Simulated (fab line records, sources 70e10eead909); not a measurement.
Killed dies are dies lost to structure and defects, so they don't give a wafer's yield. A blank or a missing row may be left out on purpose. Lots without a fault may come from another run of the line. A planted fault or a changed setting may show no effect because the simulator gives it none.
Which tool did it? | flow nand_harc | 13 lots, 39 wafers sampled, at 6 steps of a route of 1302

WHAT THE GAUGES READ, wafer by wafer
NHARC_A_ONON_D1_THK_MEAS_18: measures by ellipsometry. Usual: thk_nm 1000 nm, standard deviation 9.6.
lot  | measured     | on            | thk_nm (nm)    | flag
L226 | day 8 18:42  | film_metro-02 | 988 989 989    |
L225 | day 8 18:42  | film_metro-01 | 1007 1006 1007 |
L228 | day 9 11:16  | film_metro-01 | 1002 1001 1001 |
L227 | day 9 11:16  | film_metro-02 | 993 993 992    |
L236 | day 12 18:47 | film_metro-01 | 991 993 993    |
L238 | day 13 10:43 | film_metro-01 | 1026 1025 1025 |
L239 | day 14 04:40 | film_metro-01 | 999 1002 1000  |
L240 | day 14 10:08 | film_metro-01 | 1001 998 999   |
L241 | day 15 05:55 | film_metro-02 | 995 995 996    |
L243 | day 15 16:45 | film_metro-01 | 1016 1017 1015 |
L244 | day 16 03:59 | film_metro-02 | 1005 1008 1008 |
L246 | day 17 01:38 | film_metro-01 | 998 999 1001   |
L247 | day 17 15:14 | film_metro-01 | 994 995 993    |

NHARC_A_ONON_D1_THK_MEAS_34: measures by ellipsometry. Usual: thk_nm 200.3 nm, standard deviation 2.8.
lot  | measured     | on            | thk_nm (nm)       | flag
L226 | day 8 21:26  | film_metro-01 | 197.0 197.4 198.8 |
L225 | day 8 21:26  | film_metro-02 | 201.9 199.9 202.9 |
L228 | day 9 14:08  | film_metro-01 | 198.3 202.2 204.6 |
L227 | day 9 14:12  | film_metro-01 | 200.1 199.9 201.7 |
L236 | day 12 21:31 | film_metro-01 | 209.7 211.3 217.5 | OFF
L238 | day 13 13:29 | film_metro-01 | 210.5 211.4 214.3 | OFF
L239 | day 14 07:24 | film_metro-02 | 203.2 203.1 205.8 |
L240 | day 14 12:53 | film_metro-01 | 195.5 201.3 200.2 |
L241 | day 15 08:40 | film_metro-02 | 201.5 200.7 204.6 |
L243 | day 15 19:31 | film_metro-02 | 198.0 201.6 198.9 |
L244 | day 16 06:43 | film_metro-01 | 197.2 196.7 196.6 |
L246 | day 17 04:22 | film_metro-01 | 199.1 199.4 200.8 |
L247 | day 17 18:01 | film_metro-02 | 202.9 202.0 204.5 |

NHARC_END_SORT_01. Usual: killed_at_array 50, standard deviation 18; killed_at_other 0.8, standard deviation 1.1; killed_at_periphery 4.1, standard deviation 2.9; killed_dies 55, standard deviation 18; killed_open 3.5, standard deviation 1.9; killed_short 2.4, standard deviation 1.5.
lot  | measured     | on        | killed_at_array | killed_at_other | killed_at_periphery | killed_dies | killed_open | killed_short | flag
L226 | day 25 15:47 | prober-01 | 39 37 36        | 0 1 1           | 8 6 4               | 47 44 41    | 6 6 1       | 3 1 5        |
L225 | day 25 15:43 | prober-02 | 60 56 66        | 0 0 2           | 1 5 2               | 61 61 70    | 6 5 2       | 0 0 3        |
L228 | day 26 03:49 | prober-01 | 48 46 49        | 0 0 2           | 2 2 6               | 50 48 57    | 3 1 4       | 1 1 6        |
L227 | day 26 03:46 | prober-02 | 75 69 69        | 0 0 0           | 2 3 1               | 77 72 70    | 5 2 3       | 3 2 3        |
L236 | day 29 12:45 | prober-02 | 42 35 42        | 1 3 0           | 5 2 1               | 48 40 43    | 6 3 3       | 5 3 2        |
L238 | day 30 00:19 | prober-01 | 83 101 99       | 0 0 0           | 6 7 1               | 89 108 100  | 2 4 3       | 0 2 2        |
L239 | day 30 22:41 | prober-01 | 28 29 35        | 1 1 0           | 1 4 3               | 30 34 38    | 8 4 4       | 1 1 2        |
L240 | day 30 16:34 | prober-01 | 36 43 37        | 0 2 0           | 2 1 4               | 38 46 41    | 3 6 3       | 3 4 1        |
L241 | day 31 17:20 | prober-02 | 53 53 54        | 0 0 2           | 18 7 10             | 71 60 66    | 6 4 4       | 2 1 4        |
L243 | day 32 11:26 | prober-01 | 50 69 61        | 1 0 0           | 3 3 2               | 54 72 63    | 4 6 4       | 1 4 0        |
L244 | day 32 19:11 | prober-01 | 54 57 51        | 2 4 1           | 8 14 8              | 64 75 60    | 2 6 3       | 3 2 1        |
L246 | day 33 12:08 | prober-02 | 43 42 44        | 1 0 0           | 2 4 1               | 46 46 45    | 2 3 3       | 4 2 0        |
L247 | day 33 21:45 | prober-02 | 27 34 31        | 0 0 0           | 2 2 3               | 29 36 34    | 2 4 4       | 2 2 4        |

WHICH TOOL RAN EACH LOT (tool, then ch and the chambers of the sampled wafers, then the start)
lot  | NHARC_A_ZERO_WELL_ETCH_13        | NHARC_A_ONON_D1_DEP_33          | NHARC_A_CHANNEL_HOLE_D1_DEP_01
L226 | rie_si-01 ch 0,1,2, day 7 10:14  | pecvd-02 ch 0,2, day 8 21:01    | pecvd-01 ch 0,1,2, day 9 02:50
L225 | rie_si-03 ch 1,2,3, day 7 11:52  | pecvd-01 ch 0,1,2, day 8 21:04  | pecvd-01 ch 0,1,2, day 9 00:55
L228 | rie_si-01 ch 0,1,2, day 8 04:02  | pecvd-04 ch 0,1, day 9 13:39    | pecvd-01 ch 0,1,2, day 9 17:01
L227 | rie_si-03 ch 0,1, day 8 04:25    | pecvd-01 ch 0,1, day 9 13:50    | pecvd-03 ch 0,1,2, day 9 17:55
L236 | rie_si-01 ch 0,2,3, day 11 09:27 | pecvd-02 ch 1,2, day 12 21:07   | pecvd-03 ch 0,2, day 13 03:38
L238 | rie_si-01 ch 0,1, day 12 03:36   | pecvd-02 ch 0,1, day 13 13:07   | pecvd-02 ch 0,1, day 13 15:32
L239 | rie_si-04 ch 0,2,3, day 12 20:35 | pecvd-04 ch 0,2, day 14 06:59   | pecvd-03 ch 0,1,2, day 14 10:08
L240 | rie_si-01 ch 0,1,2, day 13 02:20 | pecvd-01 ch 0,1, day 14 12:31   | pecvd-02 ch 0,2, day 14 18:13
L241 | rie_si-01 ch 2,3, day 13 18:26   | pecvd-04 ch 1,2, day 15 08:18   | pecvd-02 ch 0,1, day 15 11:26
L243 | rie_si-03 ch 1,2,3, day 14 08:27 | pecvd-01 ch 1,2, day 15 19:05   | pecvd-02 ch 0,2, day 15 21:40
L244 | rie_si-04 ch 1,3, day 14 17:06   | pecvd-01 ch 0,1,2, day 16 06:22 | pecvd-01 ch 0,2, day 16 08:51
L246 | rie_si-01 ch 2,3, day 15 10:28   | pecvd-01 ch 0,1,2, day 17 04:00 | pecvd-03 ch 0,1,2, day 17 06:34
L247 | rie_si-01 ch 0,1,3, day 16 00:28 | pecvd-04 ch 1,2, day 17 17:36   | pecvd-02 ch 0,2, day 17 22:35
- NHARC_A_ZERO_WELL_ETCH_13: etches the open film in HBr/Cl2, target depth 120 nm, time 40.1 s.
- NHARC_A_ONON_D1_DEP_33: deposits SiO2, target thk 200 nm.
- NHARC_A_CHANNEL_HOLE_D1_DEP_01: deposits SiON, target thk 140 nm.

WHAT THE TOOLS THEMSELVES READ (means of the sampled wafers that have a number; where no wafer has one, the mark that the record gives instead)
NHARC_A_ZERO_WELL_ETCH_13. Usual: drypump_motor_current_A 5.6 A, standard deviation 0.44; oes_product_au 1.002 a.u., standard deviation 0.0081; throttle_valve_pct 26.406 %, standard deviation 0.0094.
lot  | tool      | drypump_motor_current_A (A) | oes_product_au (a.u.) | throttle_valve_pct (%) | flag
L226 | rie_si-01 | 5.8                         | 1.005                 | 26.396                 |
L225 | rie_si-03 | 5.8                         | 0.999                 | 26.406                 |
L228 | rie_si-01 | 5.8                         | 0.999                 | 26.415                 |
L227 | rie_si-03 | 5.8                         | 0.995                 | 26.414                 |
L236 | rie_si-01 | 5.3                         | 1.003                 | 26.413                 |
L238 | rie_si-01 | 5.9                         | 0.996                 | 26.407                 |
L239 | rie_si-04 | 5.7                         | 0.996                 | 26.408                 |
L240 | rie_si-01 | 5.8                         | 1.003                 | 26.411                 |
L241 | rie_si-01 | 5.0                         | 1.006                 | 26.395                 |
L243 | rie_si-03 | 5.8                         | 1.004                 | 26.402                 |
L244 | rie_si-04 | 5.6                         | 1.006                 | 26.408                 |
L246 | rie_si-01 | 5.2                         | 0.998                 | 26.404                 |
L247 | rie_si-01 | 5.6                         | 1.007                 | 26.408                 |

NHARC_A_ONON_D1_DEP_33. Usual: heater_power_w 529 W, standard deviation 86; throttle_valve_pct 15.9 %, standard deviation 0.63.
lot  | tool     | heater_power_w (W) | throttle_valve_pct (%) | flag
L226 | pecvd-02 | 640                | 16.2                   |
L225 | pecvd-01 | 467                | 16.1                   |
L228 | pecvd-04 | 541                | 15.4                   |
L227 | pecvd-01 | 505                | 16.1                   |
L236 | pecvd-02 | 547                | 16.4                   |
L238 | pecvd-02 | 631                | 16.3                   |
L239 | pecvd-04 | 575                | 15.4                   |
L240 | pecvd-01 | 626                | 15.6                   |
L241 | pecvd-04 | 523                | 15.8                   |
L243 | pecvd-01 | 538                | 15.6                   |
L244 | pecvd-01 | 497                | 16.0                   |
L246 | pecvd-01 | 533                | 16.2                   |
L247 | pecvd-04 | 504                | 16.3                   |

NHARC_A_CHANNEL_HOLE_D1_DEP_01. Usual: heater_power_w 723 W, standard deviation 87.
lot  | tool     | heater_power_w (W) | flag
L226 | pecvd-01 | 707                |
L225 | pecvd-01 | 701                |
L228 | pecvd-01 | 721                |
L227 | pecvd-03 | 693                |
L236 | pecvd-03 | 690                |
L238 | pecvd-02 | 779                |
L239 | pecvd-03 | 735                |
L240 | pecvd-02 | 792                |
L241 | pecvd-02 | 746                |
L243 | pecvd-02 | 735                |
L244 | pecvd-01 | 660                |
L246 | pecvd-03 | 743                |
L247 | pecvd-02 | 800                |

THE ANSWER, worked out from the rows above alone
Rule: a lot is off if the mean of its wafers that have a number lies more than 3 standard deviations from the usual mean. A lot without any number at a reading at which 4 lots or more have one is off too. The other lots that the step has rows for count as sound. The gauges are gone through in route order, then the tools' own readings, and for those a lot's mean is taken as printed above. The first step at which some lot is off is used, and at that step the reading that is off furthest; a lot without a number counts as furthest.
Off: L236, L238, at NHARC_A_ONON_D1_THK_MEAS_34 (thk_nm).
A tool fits if, at a process step before that reading, it ran every lot that is off, and no sound lot after the first of them. The gauges at NHARC_A_ONON_D1_THK_MEAS_34 are tried like those tools. One fits: pecvd-02 at NHARC_A_ONON_D1_DEP_33. Its last sound lot is L226 (day 8 21:01), its first lot that is off L236 (day 12 21:07): a fault that began between those two fits.

WHAT THE SIMULATOR HAD PUT IN
Process parameter drift: pecvd-02, from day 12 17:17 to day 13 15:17, at NHARC_A_ONON_D1_DEP_33. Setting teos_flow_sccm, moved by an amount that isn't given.
Lots struck among those shown: L236, L238. The rule above found the same.
